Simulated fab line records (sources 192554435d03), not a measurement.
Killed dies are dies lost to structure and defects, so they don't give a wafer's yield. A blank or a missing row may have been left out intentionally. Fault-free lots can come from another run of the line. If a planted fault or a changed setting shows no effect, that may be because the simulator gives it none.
The same fault as seen by 2 desks / flow n5 finfet / every desk sees just its own numbers, and what lay behind them comes last

== THE DEFECT DESK ==
Inspection counts along the route, by lot: the mean over sampled wafers that carry a number. Marked OUT: a lot whose mean sits more than 4 standard deviations from the usual mean, which makes it out of limits; the brackets give that distance.
Columns: A = raw defect count at N5_BEOL_M0_CUTY_INSPECT_59, usual 2.1
lot=L214; first seen here=day 5 22:02; A=2.0
lot=L221; first seen here=day 7 14:23; A=0.3
lot=L222; first seen here=day 7 15:36; A=2.0
lot=L225; first seen here=day 8 13:19; A=2.3
lot=L232; first seen here=day 10 11:38; A=2.7
lot=L237; first seen here=day 11 14:01; A=2.7
Result from this desk: across the 6 lots, nothing is out of limits.

== THE METROLOGY DESK ==
What the gauges read for every lot (on any tool): the sampled wafers with a number, averaged. Marked OUT: a lot whose mean sits more than 4 standard deviations from the usual mean, which makes it out of limits; the brackets give that distance. Readings shown: 7 out of 12 (the first out of limits, and those lying furthest out on some lot).
Columns: A = cd nm at N5_BEOL_M0_CUTY_CD_MEAS_57, usual 199.8 nm; B = M0_ABLK_OVL at N5_BEOL_M0_CUTY_OVL_MEAS_58, usual 0.0 nm; C = DIBL_N at N5_BEOL_M4_RC_MEAS_101, usual 36.1 mV/V; D = ION_N at N5_BEOL_M4_RC_MEAS_101, usual 672 uA/um; E = SS_P at N5_BEOL_M4_RC_MEAS_101, usual 73.2 mV/dec; F = VT_N at N5_BEOL_M4_RC_MEAS_101, usual 251 mV; G = VT_P at N5_BEOL_M4_RC_MEAS_101, usual -250 mV
lot=L214; first seen here=day 5 21:59; A=201.2; B=-0.2; C=35.5; D=658; E=73.0; F=255; G=-249
lot=L221; first seen here=day 7 14:20; A=199.5; B=9.5 (+11) OUT; C=35.5; D=679; E=73.2; F=248; G=-247
lot=L222; first seen here=day 7 15:33; A=198.6; B=-0.9; C=36.4; D=683; E=72.8; F=252; G=-255
lot=L225; first seen here=day 8 13:16; A=200.8; B=9.4 (+11) OUT; C=35.6; D=662; E=72.9; F=250; G=-249
lot=L232; first seen here=day 10 11:35; A=199.5; B=-0.3; C=38.0; D=673; E=74.0; F=251; G=-252
lot=L237; first seen here=day 11 13:58; A=199.3; B=-0.1; C=35.8; D=678; E=73.2; F=250; G=-247
This desk's result: L221, L225 out of limits, first on L221 (M0_ABLK_OVL at N5_BEOL_M0_CUTY_OVL_MEAS_58), day 7 14:22. L214, L222, L232, L237 stayed within limits.

== TAKEN TOGETHER ==
L221, L225 would have let the metrology desk raise an alarm at day 7 14:22.
Nothing the defect desk looked at was out of limits.
The defect desk has L221, L225 on record, within its limits.
All the named lots went through N5_BEOL_M0_CUTY_EXPOSE_54 on arfi scanner-02.

== WHAT THE SIMULATOR PUT IN ==
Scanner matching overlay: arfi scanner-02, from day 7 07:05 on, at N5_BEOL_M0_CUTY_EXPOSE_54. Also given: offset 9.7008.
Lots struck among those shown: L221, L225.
Hours from the fault's start to each desk's first reading out of limits: the metrology desk, 7.
